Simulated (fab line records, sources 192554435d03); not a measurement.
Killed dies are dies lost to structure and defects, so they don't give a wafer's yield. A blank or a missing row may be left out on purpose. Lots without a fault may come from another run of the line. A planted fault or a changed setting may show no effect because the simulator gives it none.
fab line records | flow n5_finfet
record lots=4 wafers=12 last_day=18
route steps=1938 shown BEOL_M14@1731 BEOL_M15@1830
lots that met no fault: from a run of the same line without faults
start_h: hours from the record's first day to the start of the lot's first wafer shown | wait_h: hours since the lot's step before | " the same as in the row above | L1.1+2: a row that stands for several wafers | - no value, or no start given | * or withheld: withheld | < > ~ a bound
route shown NAME@n: a module of which the file shows steps, and the number in the route of the first | usual: mean/standard deviation of fault-free wafers | same: alike in all rows | chamber/n: place in a boat | sites: the reading at each site | _std_site: their standard deviation | _edge_site: outer sites' mean less inner sites' | radius_mm: how far each site lies from the wafer's centre | mask NAME#n: copy n | behind: the tool/chamber that last shaped the wafer | hold: why the lot was held/for how many hours/how that ended | device: the transistor (n, p or np) that didn't switch | end of line: the same wafers' tests at the end of the route | a step without rows: its recipe alone | killed: dies lost to structure and defects at the first sort, not the wafer's yield | map: a wafer's dies, x killed, . not, _ none there
set.NAME: the setting as run; set.NAME@STEP: as run at that earlier step | model.NAME: the simulator's own value behind a step, which no gauge read
lots at some steps of the route; a table a step, a row a wafer
services: from which hour (start_h, from the record's first day; less than 0 if before it) a tool's chamber was out of use, for how many hours, and why
## steps
# step N5_BEOL_M14_VIA_ETCH_16
# recipe chemistry=C4F8/O2/Ar target=SiO2 he_inner_torr=15 he_outer_torr=30 target_depth_a=12313 time_s=withheld ion_energy_ev=800 pressure_mtorr=20 source_w=1905 bias_w=2040 Ar_flow_sccm=400 C4F8_flow_sccm=16 O2_flow_sccm=12 ends=cleared
# step N5_BEOL_M14_STRIP_63
# recipe chemistry=O2 power_w=600 temp_c=60 pressure_mtorr=30 rf_frequency_hz=6e+07 bias_power_w=0 overash_fraction=0.3 o2_flow_sccm=225
# step N5_BEOL_M14_STRIP_64
# recipe chemistry=O2 power_w=600 temp_c=60 pressure_mtorr=30 rf_frequency_hz=6e+07 bias_power_w=0 overash_fraction=0.3 o2_flow_sccm=225
# step N5_BEOL_M14_STRIP_71
# recipe chemistry=post_etch_residue_remover time_s=60 temp_c=25 remover_ph=withheld remover_water_wt_pct=withheld remover_fluoride_wt_pct=withheld
# step N5_BEOL_M14_SRD_72
# recipe time_s=30 temp_c=23 rinse_liquid=diw dry=n2_spin spin_rpm=1500 dry_time_s=30
# step N5_BEOL_M14_COAT_65
# recipe resist=SOC temp_c=250 time_s=60 spin_rpm=1500 resist_thk_nm=450
# step N5_BEOL_M14_COAT_66
# recipe resist=SiARC temp_c=220 time_s=60 spin_rpm=1500 resist_thk_nm=110
# step N5_BEOL_M14_COAT_22
# recipe spin_rpm=2888 resist_thk_nm=300
# step N5_BEOL_M14_EBR_24
# recipe solvent=PGMEA ebr_width_mm=1.5
# step N5_BEOL_M14_SOFTBAKE_23
# recipe temp_c=130 time_s=60
# step N5_BEOL_M14_EXPOSE_25
# recipe mask_id=M14 na=0.8 source_shape=annular sigma_inner=0.5 sigma_outer=0.8 polarization=unpolarized target_cd_nm=280 dose_mj=26.6
# step N5_BEOL_M14_PEB_26
# recipe peb_temp_c=130 peb_time_s=90
# usual heater_power_total_W=172.5/0.76 plate_temp_C=130.01/0.15
# columns lot.wafer tool chamber start_h wait_h heater_power_total_W plate_temp_C
L212.4 litho_track-01 0 288.25 0.0 165.5 126.03
L212.5 " 0 " " 164.3 126.08
L212.6 " 0 " " 164.6 126.02
L211.1 litho_track-01 0 291.42 0.1 165.8 126.00
L211.3 " 0 " " 166.1 125.95
L211.5 " 0 " " 166.0 125.88
L219.2 litho_track-05 0 334.88 0.0 172.7 130.08
L219.5 " 0 " " 173.1 130.08
L219.6 " 0 " " 172.1 130.04
L226.2 litho_track-01 0 395.31 0.0 172.7 130.11
L226.4 " 0 " " 172.7 130.04
L226.6 " 0 " " 171.8 130.16
# step N5_BEOL_M14_DEVELOP_27
# recipe develop_time_s=45 rinse_liquid=diw dry=air_spin dev_temp_c=21
# step N5_BEOL_M14_HARDBAKE_32
# recipe temp_c=130 time_s=120
# step N5_BEOL_M14_CD_MEAS_28
# recipe target_cd_nm=284.4 landing_energy_ev=500 detector=se_inlens
# usual cd_nm=284.8/1.3
# columns lot.wafer tool chamber start_h wait_h cd_nm
L212.4 cd_sem-03 0 288.37 - 262.9
L212.5 " 0 " " 261.6
L212.6 " 0 " " 261.5
L211.1 cd_sem-01 0 291.53 - 265.5
L211.3 " 0 " " 264.2
L211.5 " 0 " " 265.7
L219.2 cd_sem-01 0 334.99 - 284.9
L219.5 " 0 " " 286.5
L219.6 " 0 " " 285.7
L226.2 cd_sem-03 0 395.43 - 281.9
L226.4 " 0 " " 282.5
L226.6 " 0 " " 283.6
# step N5_BEOL_M14_DESCUM_33
# recipe chemistry=O2 time_s=7.9 source_power_w=50 bias_power_w=20 pressure_mtorr=20 rf_frequency_hz=2.712e+07 temp_c=40 o2_flow_sccm=225
# usual drypump_motor_current_A=5.6/0.44 oes_product_au=0.82/0.075 rf_vpp_V=243.2/1.5 showerhead_plenum_p_Torr=2.09/0.079 throttle_valve_pct=20.42/0.19
# columns lot.wafer tool chamber start_h wait_h drypump_motor_current_A oes_product_au rf_hours_counter_h rf_vpp_V showerhead_plenum_p_Torr throttle_valve_pct model.BEOL_M14.cd_nm
L212.4 rie_diel-01 3 288.45 0.0 5.4 0.75 141 241.3 2.01 20.12 262.8
L212.5 " 0 " " 6.2 0.93 - 243.1 2.06 20.49 261.8
L212.6 " 3 " " 5.3 0.76 - 243.7 2.01 20.11 261.6
L211.1 rie_diel-01 0 291.62 0.0 6.2 0.93 13 242.9 2.05 20.48 265.4
L211.3 " 3 " " 5.3 0.75 143 240.4 2.01 20.12 264
L211.5 " 2 " " 5.3 0.75 - 242.8 2.01 20.38 265.2
L219.2 rie_diel-05 0 335.16 0.1 5.5 0.80 93 242.9 2.02 20.23 285
L219.5 " 2 " " 5.7 0.80 - 242.4 2.00 20.64 286.8
L219.6 " 1 " " 6.1 0.82 - 244.1 2.12 20.22 285.4
L226.2 rie_diel-01 2 395.52 0.0 5.3 0.71 200 242.9 2.00 20.41 282
L226.4 " 0 " " 6.2 0.86 50 242.6 2.04 20.55 282.6
L226.6 " 0 " " 6.2 0.86 - 242.9 2.04 20.55 283.8
# step N5_BEOL_M14_ETCH_67
# recipe chemistry=CF4 target=SiARC target_depth_a=1430 time_s=238.3 ion_energy_ev=80 pressure_mtorr=40 source_w=545 bias_w=36 Ar_flow_sccm=100 cf4_flow_sccm=100 ends=cleared
# step N5_BEOL_M14_ETCH_68
# recipe chemistry=N2/H2 target=SOC mask_material=SiARC source_w=3000 bias_w=350 temp_c=40 time_s=450 ion_energy_ev=200 pressure_mtorr=30 n2_flow_sccm=200 h2_flow_sccm=200
# step N5_BEOL_M14_STRIP_69
# recipe chemistry=N2/H2 temp_c=40 n2_flow_sccm=200 h2_flow_sccm=200 rf_frequency_hz=6e+07
# step N5_BEOL_M14_TRENCH_ETCH_34
# recipe chemistry=C4F8/O2/Ar target=SiO2 target_depth_a=5566.5 mask_material=SOC he_inner_torr=15 he_outer_torr=30 time_s=126.9 ion_energy_ev=800 pressure_mtorr=20 source_w=1905 bias_w=2040 Ar_flow_sccm=400 C4F8_flow_sccm=16 O2_flow_sccm=12
# step N5_BEOL_M14_STRIP_70
# recipe chemistry=C4F8/O2/Ar resist=SiARC rf_frequency_hz=6e+07
# step N5_BEOL_M14_STRIP_37
# recipe chemistry=O2 power_w=600 temp_c=60 pressure_mtorr=30 rf_frequency_hz=6e+07 bias_power_w=0 overash_fraction=0.3 o2_flow_sccm=225
# step N5_BEOL_M14_ETCH_38
# recipe chemistry=CF4/N2 target=SiCN target_depth_a=1065 taper_deg=2 time_s=120.6 ion_energy_ev=150 mask_material=SiO2 pressure_mtorr=40 source_w=430 bias_w=70 Ar_flow_sccm=100 cf4_flow_sccm=60 n2_flow_sccm=60
# usual drypump_motor_current_A=5.6/0.45 oes_product_au=0.83/0.068 rf_vpp_V=382.5/2 showerhead_plenum_p_Torr=2.21/0.077 throttle_valve_pct=15.42/0.18
# columns lot.wafer tool chamber start_h wait_h drypump_motor_current_A oes_product_au rf_hours_counter_h rf_vpp_V showerhead_plenum_p_Torr throttle_valve_pct model.BEOL_M14.cd_nm
L212.4 rie_diel-05 2 - - 5.6 0.82 108 380.8 2.13 15.67 258.4
L212.5 " 2 " " 5.7 0.81 - 381.1 2.13 15.66 259.8
L212.6 " 1 " " 6.1 0.86 - 384.2 2.23 15.16 256.6
L211.1 rie_diel-01 2 - - 5.3 0.75 162 380.4 2.11 15.34 263.4
L211.3 " 1 " " 5.6 0.97 2 381.0 2.17 15.20 260.2
L211.5 " 0 " " 6.2 0.94 - 380.7 2.17 15.45 260.8
L219.2 rie_diel-05 2 - - 5.6 0.82 124 378.1 2.12 15.71 281.8
L219.5 " 3 " " 5.0 0.80 - 385.6 2.32 15.38 283.8
L219.6 " 0 " " 5.5 0.80 - 381.8 2.14 15.28 280.4
L226.2 rie_diel-06 1 - - 6.2 0.78 123 385.8 2.31 15.60 276.8
L226.4 " 2 " " 5.8 0.90 24 381.1 2.16 15.32 279.2
L226.6 " 2 " " 5.8 0.90 - 381.6 2.17 15.32 280.8
# step N5_BEOL_M14_PRECLEAN_39
# recipe chemistry=residue_remover time_s=60 temp_c=40
# step N5_BEOL_M14_SRD_40
# recipe time_s=30 temp_c=23 rinse_liquid=diw dry=n2_spin spin_rpm=1500 dry_time_s=30
# step N5_BEOL_M14_DEGAS_41
# recipe ambient=vacuum temp_c=300 time_s=60
# step N5_BEOL_M14_PRE_CLEAN_42
# recipe gas=H2/He time_s=30 temp_c=300
# step N5_BEOL_M14_SPUTTER_43
# recipe material=TaN target_thk_a=150 temp_c=50 bias_v=168.6 power_w=15000 chamber_pressure_pa=0.12 time_s=24.19
# step N5_BEOL_M14_SPUTTER_44
# recipe material=Ta target_thk_a=150 temp_c=50 bias_v=80 power_w=15000 chamber_pressure_pa=0.07 time_s=24.19
# step N5_BEOL_M14_SPUTTER_45
# recipe material=Cu target_thk_a=1000 temp_c=-20 bias_v=60 power_w=26000 chamber_pressure_pa=0.13 time_s=16.67
# step N5_BEOL_M14_ECD_47
# recipe material=Cu target_thk_a=12480
# step N5_BEOL_M14_ANNEAL_48
# recipe temp_c=225 time_s=90 ambient=N2
# step N5_BEOL_M14_CMP_49
# recipe stop_on=SiO2 t_overpolish_s=5.2 down_force_psi=2 platen_rpm=80 clearing_platen_down_force_psi=2 clearing_platen_rpm=80 post_cmp_clean=cu_alkaline target_thk_nm=560 clearing_platen_pad_velocity_m_s=1.5917 pad_velocity_m_s=1.5917
# step N5_BEOL_M14_PRE_CLEAN_52
# recipe gas=NH3 time_s=15 temp_c=withheld rf_power_w=300
# step N5_BEOL_M14_DEP_53
# recipe material=SiCN target_thk_a=500 temp_c=withheld precursor=3MS/NH3 pressure_torr=3 rf_w=675 time_s=17.8
# step N5_BEOL_M15_RC_MEAS_101
# usual etest_temp_c=24.99/0.096 COMB_M10=1.42e-11/3e-12 COMB_M11=1.5e-11/3.3e-12 COMB_M12=6.3e-12/1.4e-12 COMB_M13=4.7e-12/1e-12 COMB_M14=3.5e-12/6.9e-13 COMB_M15=2.4e-12/5.7e-13 COMB_M5=3.7e-11/7.8e-12 COMB_M6=2.6e-11/5.3e-12 COMB_M7=2.7e-11/5.3e-12 COMB_M8=2.6e-11/5.3e-12 COMB_M9=1.5e-11/3.2e-12 SERP_M10=3.05/0.061 SERP_M11=3.05/0.073 SERP_M12=0.637/0.012 SERP_M13=0.308/0.0055 SERP_M14=0.1589/0.0028 SERP_M14_max_site=0.1607/0.0029 SERP_M5=38.7/1.5 SERP_M6=13.8/0.44 SERP_M7=13.7/0.47 SERP_M8=13.7/0.47 SERP_M9=3.08/0.072
# columns lot.wafer tool chamber start_h wait_h etest_temp_c COMB_M10[S/m] COMB_M11[S/m] COMB_M12[S/m] COMB_M13[S/m] COMB_M14[S/m] COMB_M15[S/m] COMB_M5[S/m] COMB_M6[S/m] COMB_M7[S/m] COMB_M8[S/m] COMB_M9[S/m] SERP_M10[ohm/um] SERP_M11[ohm/um] SERP_M12[ohm/um] SERP_M13[ohm/um] SERP_M14[ohm/um] SERP_M14_max_site[ohm/um] SERP_M5[ohm/um] SERP_M6[ohm/um] SERP_M7[ohm/um] SERP_M8[ohm/um] SERP_M9[ohm/um]
L212.4 prober-01 0 297.78 0.5 25.21 1.34e-11 1.7e-11 8.8e-12 6e-12 4.7e-12 2.6e-12 3.4e-11 3e-11 2.3e-11 3.7e-11 2e-11 3.09 3.06 0.640 0.317 0.1818 0.1846 39.9 14.0 13.9 13.0 3.06
L212.5 " 0 " " 25.11 1.14e-11 1.9e-11 4.8e-12 4.8e-12 3.5e-12 3.1e-12 3.3e-11 2.4e-11 3.5e-11 4e-11 1.2e-11 3.06 3.16 0.642 0.316 0.1746 0.1766 41.1 14.2 14.2 13.4 3.02
L212.6 " 0 " " 25.19 1.55e-11 1.6e-11 6.5e-12 4.5e-12 3.8e-12 3.4e-12 4.2e-11 2.6e-11 2.5e-11 2.6e-11 1.8e-11 3.04 3.06 0.653 0.320 0.1842 0.1855 38.3 14.7 13.0 12.6 3.12
L211.1 prober-01 0 304.79 0.0 24.94 1.2e-11 1.5e-11 8.4e-12 5.5e-12 3.1e-12 2.6e-12 5.5e-11 2.5e-11 3.5e-11 2.5e-11 1.8e-11 3.08 3.13 0.640 0.308 0.1702 0.1726 40.5 13.8 14.0 12.9 2.99
L211.3 " 0 " " 24.99 1.19e-11 1.3e-11 4.5e-12 5.4e-12 3.5e-12 2.3e-12 3.5e-11 3.5e-11 2e-11 2.3e-11 1.3e-11 2.98 3.10 0.642 0.315 0.1807 0.1822 37.8 13.7 13.6 13.7 2.99
L211.5 " 0 " " 25.06 1.06e-11 1.6e-11 6.1e-12 5.8e-12 4.3e-12 3.4e-12 3.5e-11 2.5e-11 2.6e-11 3.5e-11 1.3e-11 3.03 3.11 0.642 0.309 0.1748 0.1758 38.9 13.6 13.1 13.7 2.96
L219.2 prober-02 0 345.44 0.2 24.90 1.87e-11 1.4e-11 8.5e-12 4.7e-12 2.7e-12 1.8e-12 3.6e-11 2.5e-11 2.6e-11 1.9e-11 1.3e-11 3.09 2.96 0.643 0.309 0.1589 0.1613 39.8 13.8 14.1 13.5 3.03
L219.5 " 0 " " 24.95 1.42e-11 1.4e-11 4.8e-12 4.9e-12 3.1e-12 2e-12 5e-11 2.3e-11 2.5e-11 2.2e-11 1.6e-11 3.09 3.12 0.646 0.303 0.1525 0.1538 39.1 13.4 14.6 12.8 2.99
L219.6 " 0 " " 24.93 1.46e-11 1.2e-11 8.5e-12 4.6e-12 4.5e-12 2.4e-12 3.3e-11 2.3e-11 3.4e-11 2.2e-11 1.5e-11 3.06 2.94 0.616 0.307 0.1570 0.1588 38.1 13.6 13.7 13.7 2.92
L226.2 prober-02 0 405.30 0.2 25.08 1.35e-11 1.3e-11 5.8e-12 3.9e-12 4.1e-12 3.1e-12 3.5e-11 3.5e-11 2.2e-11 2.7e-11 9e-12 3.00 3.01 0.609 0.309 0.1634 0.1667 37.5 13.7 13.2 13.8 3.08
L226.4 " 0 " " 25.08 1.3e-11 1.6e-11 5.7e-12 4.9e-12 3.8e-12 2.9e-12 4e-11 2e-11 3.2e-11 2.2e-11 1e-11 3.08 3.03 0.615 0.310 0.1584 0.1593 36.1 12.7 14.1 13.5 3.13
L226.6 " 0 " " 25.10 2.32e-11 1.5e-11 8.4e-12 4.8e-12 3.4e-12 3e-12 3.6e-11 2.8e-11 2.2e-11 2.3e-11 1.1e-11 2.95 3.10 0.618 0.307 0.1559 0.1567 39.1 13.3 13.6 14.4 3.10
# sites SERP_M14 radius_mm=0,75,75,75,75,140,140,140,140
L212.4 0.1799 0.1811 0.1822 0.1811 0.1805 0.1818 0.1846 0.1834 0.1823
L211.1 0.1702 0.1726 0.1712 0.1714 0.1715 0.1701 0.1679 0.1683 0.1694
L219.2 0.1574 0.1585 0.1589 0.1586 0.1568 0.1601 0.1598 0.1613 0.1598
L226.2 0.1604 0.1648 0.1620 0.1645 0.1623 0.1634 0.1667 0.1635 0.1617
## services
# columns tool chamber start_h hours kind
rie_diel-06 2 297.24 - clean
rie_diel-06 2 297.24 - consumable_replace:focus_ring
rie_diel-06 2 297.24 22.7 scheduled_down
rie_diel-06 2 297.24 22.7 vent_cycle
litho_track-05 - 321.18 - consumable_replace:filter
rie_diel-06 0 323.11 6.4 repair
rie_diel-05 - 328.94 1.0 repair
rie_diel-06 1 331.98 7.0 repair
litho_track-01 - 333.00 - consumable_replace:filter
rie_diel-01 3 338.74 10.4 repair
rie_diel-06 2 343.55 9.0 repair
rie_diel-01 1 346.23 5.1 repair
## key
first_sign step=N5_BEOL_M14_PEB_26 reading=plate_temp_C direction=down sigmas=27 usual=* struck=*
effect step=N5_BEOL_M14_PEB_26 reading=heater_power_total_W direction=down sigmas=9.3 usual=* struck=*
effect step=N5_BEOL_M14_CD_MEAS_28 reading=cd_nm direction=down sigmas=16 usual=284.8 struck=263.6 through=control_loop
effect step=N5_BEOL_M15_RC_MEAS_101 reading=SERP_M14 direction=up sigmas=6.7 usual=0.1589 struck=0.1777
model_effect step=N5_BEOL_M14_DESCUM_33 value=BEOL_M14.cd_nm without=284 struck=263.5
model_effect step=N5_BEOL_M14_ETCH_38 value=BEOL_M14.cd_nm without=280.4 struck=259.9
met_at N5_BEOL_M14_PEB_26
struck_wafers L211.1,L211.3,L211.5,L212.4,L212.5,L212.6
loop_trim step=N5_BEOL_M14_EXPOSE_25 setting=dose lots=L211
fault kind=process_parameter_drift tool=litho_track-01 chamber=- onset_h=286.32 steps=N5_BEOL_M14_PEB_26 channel=peb_temp_c offset=* shape=step end_h=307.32 acts_in=* stated=*
# loop_trim: a control loop set the setting to another value than it would have without faults
